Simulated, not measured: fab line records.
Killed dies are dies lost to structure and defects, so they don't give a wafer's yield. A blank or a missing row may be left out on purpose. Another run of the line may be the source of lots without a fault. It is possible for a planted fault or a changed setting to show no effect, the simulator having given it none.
fab line records	flow nandHarc
[record] lots = 6	wafers = 18	lastDay = 33
route steps=1302 shown A_BLC@1133 A_M0@1137 END@1302
lots with no fault: from the same line, run without faults
startH: hours from the record's first day to the start of the lot's first wafer shown	waitH: how many hours have passed since the lot's step before this one	" unchanged from the row above	L1.1+2: a single row standing in for several wafers	- no value present, or no start provided	* or withheld: withheld	< > ~ a bound
route shown NAME@n: names a module that has steps shown in the file, with the first one's number in the route	usual: the fault-free wafers' mean and standard deviation	same: alike in all rows	chamber/n: place in a boat	sites: the reading at each site	_std_site: standard deviation across them	_edge_site: the outer-site mean with the inner-site mean subtracted	radiusMm: how far each site lies from the wafer's centre	mask NAME#n: copy n	behind: the most recent tool/chamber to have shaped the wafer	hold: the reason the lot was held/the length of the hold in hours/how it ended	device: transistor that didn't switch, given as n, p or np	end of line: the route-end tests of the same wafers	for a step that has no rows: nothing shown but its recipe	killed: at the first sort, the dies lost to defects and structure; wafer yield is something else	map: the dies of a wafer, with x for killed, . for not killed, _ for no die there
set.NAME: the setting that was run; set.NAME@STEP: the one run at that earlier step	model.NAME: the simulator's own value behind a step, which no gauge read
lots at some steps of the route; a table a step, a row a wafer
services: a tool's chamber out of use, with start hour (startH, from the record's first day; less than 0 if before it), hours out, and reason
[[steps]]
[step NHARC_A_BLC_CMP_25]
[recipe] tOverpolishS = 30	targetThkNm = 150
[usual] edgeZonePressureFrac = 1.001/0.0051	motorCurrentA = 11.6/1.5	overpolishRunS = 29.999/0.0087	timeToEndpointS = 31.5/2.9
lot.wafer	tool	chamber	startH	waitH	edgeZonePressureFrac	motorCurrentA	overpolishRunS	timeToEndpointS
L985.2	cmp-01	2	598.59	0.5	0.994	11.5	29.999	25.3
L985.3	"	3	"	"	1.007	10.3	30.010	28.8
L985.4	"	0	"	"	1.008	11.3	30.008	24.6
L988.3	cmp-01	2	616.00	0.3	0.997	10.8	30.000	33.4
L988.2	"	3	"	"	0.995	10.4	29.984	35.0
L988.6	"	2	"	"	0.998	10.9	29.996	32.6
L995.4	cmp-02	2	675.85	0.3	1.003	12.4	30.004	26.5
L995.2	"	3	"	"	0.996	13.0	29.991	26.1
L995.6	"	1	"	"	1.009	10.3	30.016	27.3
L998.3	cmp-04	3	685.79	0.2	1.000	15.1	30.006	27.7
L998.2	"	0	"	"	1.000	13.2	30.001	35.6
L998.4	"	1	"	"	1.000	9.6	30.014	30.1
L100.2	cmp-02	0	731.36	0.5	1.007	11.4	29.993	31.0
L100.5	"	0	"	"	1.008	11.1	30.005	32.1
L100.6	"	1	"	"	1.001	10.1	29.973	31.5
L102.2	cmp-02	1	737.57	0.4	0.998	9.5	30.000	32.0
L102.1	"	0	"	"	0.996	11.2	29.990	30.1
L102.6	"	1	"	"	1.001	10.3	29.995	31.5
[step NHARC_A_BLC_SRD_27]
[step NHARC_A_BLC_INSPECT_28]
[usual] rawDefectCount = 505/140
lot.wafer	tool	chamber	startH	waitH	rawDefectCount
L985.2	defectInspect-02	-	598.99	0.1	358
L985.3	"	-	"	"	475
L985.4	"	-	"	"	377
L988.2	defectInspect-01	-	616.38	0.1	426
L988.3	"	-	"	"	551
L988.6	"	-	"	"	619
L995.2	defectInspect-01	-	676.23	0.1	423
L995.4	"	-	"	"	534
L995.6	"	-	"	"	586
L998.2	defectInspect-02	-	686.19	0.1	498
L998.3	"	-	"	"	555
L998.4	"	-	"	"	539
L100.2	defectInspect-02	-	731.76	0.1	354
L100.5	"	-	"	"	437
L100.6	"	-	"	"	424
L102.1	defectInspect-02	-	737.97	0.1	484
L102.2	"	-	"	"	832
L102.6	"	-	"	"	414
[step NHARC_A_M0_DEP_00]
[recipe] targetThkA = 1500	targetThkNm = 150	tempC = withheld	pressureTorr = 5	flowSccm = 200	rfW = 600	material = SiOC
[step NHARC_A_M0_DEHYDRATE_01]
[recipe] tempC = 150	timeS = 120
[step NHARC_A_M0_HMDS_02]
[recipe] timeS = 30
[step NHARC_A_M0_COAT_33]
[recipe] tempC = 200	timeS = 65
[step NHARC_A_M0_COAT_03]
[recipe] spinRpm = 1500	resistThkNm = 90
[step NHARC_A_M0_SOFTBAKE_04]
[recipe] tempC = 105	timeS = 55
[step NHARC_A_M0_EBR_05]
[step NHARC_A_M0_EXPOSE_06]
[recipe] na = 1.35	targetCdNm = 80	doseMj = 83.25	maskId = A_M0
[step NHARC_A_M0_PEB_07]
[recipe] pebTempC = 100	pebTimeS = 65
[usual] heaterPowerTotalW = 156.6/0.44
lot.wafer	tool	chamber	startH	waitH	heaterPowerTotalW
L985.2	lithoTrack-06	0	599.81	0.1	156.6
L985.3	"	0	"	"	157.0
L985.4	"	0	"	"	163.9
L988.2	lithoTrack-06	0	617.20	0.1	156.9
L988.3	"	0	"	"	155.9
L988.6	"	0	"	"	163.7
L995.2	lithoTrack-04	0	676.92	0.1	157.0
L995.4	"	0	"	"	156.6
L995.6	"	0	"	"	157.1
L998.2	lithoTrack-01	0	687.15	0.1	157.1
L998.3	"	0	"	"	156.4
L998.4	"	0	"	"	157.0
L100.2	lithoTrack-06	0	732.58	0.1	156.7
L100.5	"	0	"	"	157.2
L100.6	"	0	"	"	156.5
L102.1	lithoTrack-01	0	738.79	0.1	157.1
L102.2	"	0	"	"	157.1
L102.6	"	0	"	"	155.9
[step NHARC_A_M0_DEVELOP_08]
[recipe] developTimeS = 35	devTempC = 23
[step NHARC_A_M0_CD_MEAS_09]
[recipe] targetCdNm = 80	landingEnergyEv = 500
[usual] cdNm = 80.0/0.7
[same] landingEnergyEv = 500
lot.wafer	tool	chamber	startH	waitH	cdNm
L985.2	cdSem-01	0	599.90	-	80.2
L985.3	"	0	"	"	80.9
L985.4	"	0	"	"	77.8
L988.2	cdSem-01	0	617.28	-	80.1
L988.3	"	0	"	"	79.5
L988.6	"	0	"	"	77.4
L995.2	cdSem-01	0	677.00	-	80.8
L995.4	"	0	"	"	80.8
L995.6	"	0	"	"	80.0
L998.2	cdSem-03	0	687.23	-	78.9
L998.3	"	0	"	"	79.2
L998.4	"	0	"	"	79.4
L100.2	cdSem-02	0	732.66	-	79.8
L100.5	"	0	"	"	79.7
L100.6	"	0	"	"	79.6
L102.1	cdSem-01	0	738.87	-	79.7
L102.2	"	0	"	"	81.1
L102.6	"	0	"	"	80.9
[step NHARC_A_M0_OVL_MEAS_10]
[recipe] pitchNm = 160
[usual] overlayXNm = 0.0/0.74	overlayYNm = -0.5/0.79
lot.wafer	tool	chamber	startH	waitH	overlayXNm	overlayYNm
L985.2	overlay-02	-	599.98	-	0.2	0.4
L985.3	"	-	"	"	0.0	0.0
L985.4	"	-	"	"	0.2	0.0
L988.2	overlay-02	-	617.36	-	-0.9	-0.2
L988.3	"	-	"	"	-1.0	0.2
L988.6	"	-	"	"	-0.7	-0.7
L995.2	overlay-01	-	677.09	-	-0.8	0.4
L995.4	"	-	"	"	-1.1	1.0
L995.6	"	-	"	"	-1.0	1.1
L998.2	overlay-02	-	687.31	-	-0.1	-1.0
L998.3	"	-	"	"	0.3	-1.7
L998.4	"	-	"	"	0.0	-1.2
L100.2	overlay-01	-	732.75	-	1.3	-0.9
L100.5	"	-	"	"	1.1	-0.8
L100.6	"	-	"	"	1.5	-0.9
L102.1	overlay-01	-	738.96	-	-1.2	-0.5
L102.2	"	-	"	"	-0.7	-0.2
L102.6	"	-	"	"	-1.5	-0.1
[step NHARC_A_M0_INSPECT_11]
[usual] rawDefectCount = 82/35
lot.wafer	tool	chamber	startH	waitH	rawDefectCount
L985.2	defectInspect-01	-	600.02	0.0	76
L985.3	"	-	"	"	76
L985.4	"	-	"	"	53
L988.2	defectInspect-01	-	617.40	0.0	128
L988.3	"	-	"	"	99
L988.6	"	-	"	"	110
L995.2	defectInspect-02	-	677.12	0.0	73
L995.4	"	-	"	"	90
L995.6	"	-	"	"	95
L998.2	defectInspect-02	-	687.35	0.0	111
L998.3	"	-	"	"	117
L998.4	"	-	"	"	127
L100.2	defectInspect-02	-	732.79	0.0	65
L100.5	"	-	"	"	70
L100.6	"	-	"	"	53
L102.1	defectInspect-02	-	739.00	0.0	38
L102.2	"	-	"	"	36
L102.6	"	-	"	"	33
[step NHARC_A_M0_DESCUM_14]
[recipe] timeS = 3	o2FlowSccm = 200	arFlowSccm = 0	biasPowerW = 0	chemistry = O2
[usual] drypumpMotorCurrentA = 5.8/0.41	oesProductAu = 0.996/0.0098	rfVppV = 57.9/0.84	showerheadPlenumPTorr = 1.93/0.07	throttleValvePct = 11.311/0.0093
lot.wafer	tool	chamber	startH	waitH	drypumpMotorCurrentA	oesProductAu	rfHoursCounterH	rfVppV	showerheadPlenumPTorr	throttleValvePct	model.A_M0.cdNm
L985.4	rieDiel-01	0	600.08	0.1	6.2	0.984	1.9	58.1	1.85	11.319	77.94
L985.3	"	2	"	"	6.4	1.010	2.5	58.8	2.02	11.311	81.4
L985.2	"	3	"	"	6.0	0.999	1.8	58.4	1.94	11.323	80.13
L988.2	rieDiel-07	3	617.46	0.1	6.0	0.982	5.9	57.1	1.89	11.311	79.8
L988.3	"	0	"	"	6.3	0.993	6.8	58.7	1.92	11.318	79.5
L988.6	"	2	"	"	5.3	1.004	-	57.9	1.98	11.322	77.38
L995.2	rieDiel-10	0	677.18	0.1	5.2	0.988	4.2	57.2	1.83	11.309	81.49
L995.4	"	2	"	"	5.4	0.998	-	57.6	2.03	11.328	80.73
L995.6	"	2	"	"	5.4	0.998	-	56.8	2.03	11.318	80.01
L998.2	rieDiel-01	0	687.42	0.1	6.2	0.979	6.8	57.6	1.85	11.311	78.75
L998.4	"	1	"	"	5.4	1.010	7.2	56.2	1.79	11.317	79.18
L998.3	"	2	"	"	6.4	1.007	7.9	58.0	2.02	11.307	79.63
L100.2	rieDiel-01	2	732.86	0.1	6.4	1.000	13.3	59.0	2.02	11.309	80.73
L100.5	"	1	"	"	5.5	1.007	-	57.6	1.79	11.308	79.72
L100.6	"	2	"	"	6.4	1.005	-	58.1	2.02	11.314	80.28
L102.1	rieDiel-07	2	739.06	0.1	5.3	1.003	4.8	57.4	1.98	11.308	79.74
L102.2	"	3	"	"	5.9	0.994	5.2	58.8	1.89	11.308	79.96
L102.6	"	2	"	"	5.3	0.999	-	56.8	1.98	11.310	80.7
[step NHARC_A_M0_ETCH_34]
[recipe] targetDepthA = 400	overetchA = 120	timeS = 43.94	ionEnergyEv = 200	n2FlowSccm = 150	h2FlowSccm = 150	arFlowSccm = 0	rfW = 400	biasW = 150	chemistry = N2/H2
[usual] drypumpMotorCurrentA = 5.8/0.42	oesProductAu = 0.997/0.0099	rfVppV = 431.1/2.1	showerheadPlenumPTorr = 2.06/0.074	throttleValvePct = 14.171/0.0094
lot.wafer	tool	chamber	startH	waitH	drypumpMotorCurrentA	oesProductAu	rfHoursCounterH	rfVppV	showerheadPlenumPTorr	throttleValvePct
L985.2	rieDiel-01	3	600.17	0.1	6.0	1.009	1.8	430.7	2.07	14.169
L985.4	"	0	"	"	6.2	0.999	1.9	429.6	1.97	14.171
L985.3	"	1	"	"	5.5	1.011	1.9	426.8	1.91	14.165
L988.2	rieDiel-07	3	617.57	0.1	6.0	0.997	5.9	429.6	2.02	14.167
L988.3	"	0	"	"	6.3	0.998	6.8	430.7	2.04	14.171
L988.6	"	2	"	"	5.4	1.001	-	432.7	2.11	14.173
L995.2	rieDiel-10	1	677.32	0.1	5.3	0.999	2.9	430.8	2.00	14.161
L995.6	"	1	"	"	5.4	0.992	-	428.3	2.00	14.159
L995.4	"	2	"	"	5.4	1.003	-	434.3	2.17	14.160
L998.4	rieDiel-01	1	687.50	0.1	5.5	1.007	7.2	427.1	1.91	14.178
L998.2	"	3	"	"	6.0	0.998	5.6	431.5	2.07	14.183
L998.3	"	0	"	"	6.2	0.967	6.8	428.4	1.97	14.173
L100.2	rieDiel-01	1	732.94	0.1	5.4	1.009	11.2	426.8	1.90	14.165
L100.6	"	0	"	"	6.2	0.978	-	428.2	1.97	14.183
L100.5	"	1	"	"	5.5	1.016	-	426.4	1.90	14.169
L102.1	rieDiel-07	2	739.14	0.1	5.3	0.998	4.8	431.4	2.11	14.177
L102.2	"	0	"	"	6.3	1.001	4.7	430.4	2.04	14.163
L102.6	"	3	"	"	5.9	0.997	-	429.5	2.02	14.176
[step NHARC_A_M0_ETCH_15]
[recipe] targetDepthA = 1500	overetchA = 150	timeS = 82.5	c4f8FlowSccm = withheld	arFlowSccm = 400	rfW = 600	biasW = 300	chemistry = C4F8/Ar
[usual] oesProductAu = 0.942/0.023	rfVppV = 441.3/2.3
lot.wafer	tool	chamber	startH	waitH	oesProductAu	rfHoursCounterH	rfVppV	model.A_M0.cdNm
L985.4	rieDiel-01	0	-	-	0.940	1.9	438.7	78.46
L985.2	"	1	"	"	0.963	1.9	437.4	80.14
L985.3	"	3	"	"	0.965	1.8	441.5	81.95
L988.3	rieDiel-07	3	-	-	0.924	5.9	438.1	79.55
L988.2	"	0	"	"	0.919	6.9	441.6	79.66
L988.6	"	3	"	"	0.914	-	442.7	77.29
L995.2	rieDiel-10	0	-	-	0.939	4.2	438.8	81.35
L995.4	"	2	"	"	0.949	-	444.8	80.79
L995.6	"	0	"	"	0.949	-	438.2	79.9
L998.4	rieDiel-01	3	-	-	0.964	5.6	441.8	79.15
L998.3	"	0	"	"	0.948	6.9	439.1	79.75
L998.2	"	2	"	"	0.984	8.0	443.2	78.57
L100.2	rieDiel-01	2	-	-	0.917	13.4	443.6	81
L100.5	"	1	"	"	0.926	-	437.1	79.84
L100.6	"	2	"	"	0.925	-	443.9	80.32
L102.2	rieDiel-07	2	-	-	0.917	4.8	443.7	79.81
L102.1	"	3	"	"	0.915	5.2	439.1	79.38
L102.6	"	2	"	"	0.927	-	443.3	80.65
[step NHARC_A_M0_CD_MEAS_16]
[usual] cdNm = 80.0/0.85
lot.wafer	tool	chamber	startH	waitH	cdNm
L985.2	cdSem-02	-	600.38	-	80.2
L985.3	"	-	"	"	82.1
L985.4	"	-	"	"	78.5
L988.2	cdSem-01	-	617.80	-	79.0
L988.3	"	-	"	"	79.6
L988.6	"	-	"	"	77.3
L995.2	cdSem-01	-	677.56	-	81.5
L995.4	"	-	"	"	80.7
L995.6	"	-	"	"	79.9
L998.2	cdSem-01	-	687.71	-	78.8
L998.3	"	-	"	"	79.6
L998.4	"	-	"	"	79.1
L100.2	cdSem-03	-	733.15	-	81.2
L100.5	"	-	"	"	79.8
L100.6	"	-	"	"	80.3
L102.1	cdSem-02	-	739.35	-	79.6
L102.2	"	-	"	"	80.0
L102.6	"	-	"	"	80.8
[step NHARC_END_SORT_01]
[recipe] tempC = 25
[usual] defectLimitedYield = 91.3/2.8	killedAtArray = 54/18	killedAtOther = 0.7/0.87	killedAtPeriphery = 3.7/2.5	killedDies = 59/19	killedOpen = 3.3/2	killedShort = 2.6/1.6	sort_bin_2_pct = 3.1/1.2	sort_bin_3_pct = 0.6/0.35	sort_bin_4_pct = 5.0/1.6	sortNPass = 618/19	sortRimYieldPct = 92/4.4	sortYieldPct = 91.3/2.8
[same] grossDies = 677	sort_bin_5_pct[%] = 0	sort_bin_6_pct[%] = 0	sort_bin_7_pct[%] = 0	sort_bin_8_pct[%] = 0	sortRimNGross = 106.00
lot.wafer	tool	chamber	startH	waitH	defectLimitedYield[%]	killedAtArray	killedAtOther	killedAtPeriphery	killedDies	killedOpen	killedShort	sort_bin_2_pct[%]	sort_bin_3_pct[%]	sort_bin_4_pct[%]	sortNPass	sortRimYieldPct[%]	sortYieldPct[%]
L988.2	prober-01	0	658.43	2.8	89.4	68	1	3	72	2	2	4.1	1.6	4.9	605	92	89.4
L988.3	prober-01	0	659.24	3.1	89.2	66	2	5	73	1	3	3.2	0.7	6.8	604	90	89.2
L988.6	prober-01	0	661.66	4.0	90.1	64	2	1	67	2	3	2.5	1.0	6.4	610	92	90.1
L998.2	prober-02	0	734.25	2.8	87.4	80	0	5	85	6	6	2.5	0.9	9.2	592	91	87.4
L998.3	prober-02	0	735.05	3.1	87.1	83	1	3	87	6	3	4.1	1.0	7.7	590	93	87.1
L998.4	prober-02	0	735.86	3.4	89.2	72	0	1	73	2	2	4.4	0.6	5.8	604	93	89.2
L100.2	prober-02	0	774.44	2.8	92.6	47	0	3	50	2	6	3.1	0.3	4.0	627	89	92.6
L100.5	prober-02	0	776.83	3.7	90.5	57	2	5	64	8	2	3.0	0.4	6.1	613	95	90.5
L100.6	prober-02	0	777.63	4.0	93.9	36	1	4	41	2	3	2.4	0.4	3.2	636	93	93.9
// killed by level:class
L988.2 A_CHANNEL_HOLE_D1:chamberFilmFlake=39 A_CHANNEL_HOLE_D2:chamberFilmFlake=22 A_CONTACT:chamberFilmFlake=4 P_STI:geometricParticle:short=1 P_M0:geometricParticle:open=1 A_CHANNEL_FILL_D2:geometricParticle:short=1 A_SGD_CUT:geometricParticle:open=1 P_ZERO_WELL:chamberFilmFlake=1
L988.3 A_CHANNEL_HOLE_D2:chamberFilmFlake=35 A_CHANNEL_HOLE_D1:chamberFilmFlake=22 A_CONTACT:chamberFilmFlake=4 P_ZERO_WELL:chamberFilmFlake=3 A_ONON_D1:geometricParticle:short=2 A_STAIRCASE:chamberFilmFlake=2 THIN_TSV:chamberFilmFlake=2 P_M0:geometricParticle:open=1
L988.6 A_CHANNEL_HOLE_D1:chamberFilmFlake=27 A_CHANNEL_HOLE_D2:chamberFilmFlake=23 A_CONTACT:chamberFilmFlake=7 A_DECK1_JOINT:geometricParticle:short=1 A_CHANNEL_HOLE_D2:geometricParticle:short=1 A_CHANNEL_FILL_D2:geometricParticle:open=1 A_M0:geometricParticle:open=1 STARTING-WAFER:geometricParticle:short=1
L998.2 A_SLIT:chamberFilmFlake=37 A_CHANNEL_HOLE_D2:chamberFilmFlake=17 A_CONTACT:chamberFilmFlake=7 A_CHANNEL_HOLE_D1:chamberFilmFlake=4 A_WL_FILL:chamberFilmFlake=3 A_ONON_D2:geometricParticle:short=2 A_ONON_D2:geometricParticle:open=2 A_CHANNEL_HOLE_D2:geometricParticle:open=2
L998.3 A_SLIT:chamberFilmFlake=38 A_CHANNEL_HOLE_D2:chamberFilmFlake=17 A_CHANNEL_HOLE_D1:chamberFilmFlake=10 A_CONTACT:chamberFilmFlake=6 A_CONTACT:geometricParticle:open=3 P_GATE:chamberFilmFlake=2 A_WL_FILL:chamberFilmFlake=2 P_M1:geometricParticle:open=1
L998.4 A_SLIT:chamberFilmFlake=33 A_CHANNEL_HOLE_D2:chamberFilmFlake=24 A_CHANNEL_HOLE_D1:chamberFilmFlake=5 A_CONTACT:chamberFilmFlake=4 A_CHANNEL_FILL_D1:geometricParticle:short=1 A_DECK1_JOINT:geometricParticle:open=1 A_CHANNEL_FILL_D2:geometricParticle:short=1 A_WL_FILL:geometricParticle:open=1
L100.2 A_CHANNEL_HOLE_D2:chamberFilmFlake=28 A_SLIT:chamberFilmFlake=6 A_SGD_CUT:geometricParticle:short=2 A_CONTACT:chamberFilmFlake=2 P_STI:geometricParticle:short=1 P_M0:geometricParticle:open=1 A_ONON_D1:geometricParticle:short=1 A_DECK1_JOINT:geometricParticle:short=1
L100.5 A_CHANNEL_HOLE_D2:chamberFilmFlake=27 A_CONTACT:chamberFilmFlake=10 A_SLIT:chamberFilmFlake=6 A_CHANNEL_FILL_D1:geometricParticle:open=4 A_CHANNEL_HOLE_D1:unspecified=3 P_M0:geometricParticle:open=2 A_CHANNEL_HOLE_D2:geometricParticle:open=2 A_STAIRCASE:chamberFilmFlake=2
L100.6 A_CHANNEL_HOLE_D2:chamberFilmFlake=22 A_SLIT:chamberFilmFlake=7 P_M0:geometricParticle:open=1 THIN_TSV:chamberFilmFlake=1 A_SOURCE_PLATE:geometricParticle:open=1 A_SOURCE_PLATE:geometricParticle:short=1 A_ONON_D1:geometricParticle:short=1 A_DECK1_JOINT:geometricParticle:short=1
[[services]]
tool	chamber	startH	hours	kind
cmp-01	-	579.55	4.0	pm
cmp-01	-	584.17	1.4	repair
rieDiel-07	3	588.84	4.2	repair
cmp-04	-	593.63	0.8	repair
rieDiel-10	-	596.97	9.0	pm
rieDiel-07	1	610.61	13.4	repair
cmp-02	-	624.50	4.0	pm
rieDiel-07	3	630.05	4.0	repair
cmp-04	-	637.43	4.0	pm
cmp-02	-	642.61	0.6	repair
rieDiel-07	-	648.20	9.0	pm
rieDiel-01	3	655.49	14.6	repair
rieDiel-10	1	665.18	12.1	repair
rieDiel-10	3	668.56	16.0	repair
cmp-01	-	677.55	4.0	pm
lithoTrack-01	-	680.00	7.0	pm
cmp-02	-	686.33	1.0	repair
rieDiel-10	-	687.81	0.8	repair
rieDiel-07	-	688.35	1.0	repair
rieDiel-01	1	693.37	5.1	repair
lithoTrack-06	-	704.00	7.0	pm
rieDiel-01	3	706.32	5.1	repair
cmp-02	-	722.50	4.0	pm
rieDiel-01	-	735.01	9.0	pm
[[key]]
[firstSign] step = NHARC_A_M0_PEB_07	reading = heaterPowerTotalW	direction = up	sigmas = 16	usual = *	struck = *
[effect] step = NHARC_A_M0_CD_MEAS_09	reading = cdNm	direction = down	sigmas = 3.4	usual = 80.0	struck = 77.6
[modelEffect] step = NHARC_A_M0_DESCUM_14	value = A_M0.cdNm	without = 80.92	struck = 77.66
[modelEffect] step = NHARC_A_M0_ETCH_15	value = A_M0.cdNm	without = 81.14	struck = 77.88
metAt NHARC_A_M0_PEB_07
struckWafers L985.4,L988.6
[fault] kind = processParameterDrift	tool = lithoTrack-06	chamber = -	onsetH = 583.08	steps = NHARC_A_M0_PEB_07	channel = pebTimeS	offset = *	shape = step	endH = 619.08	scope = struckWafersOnly	actsIn = *	stated = *
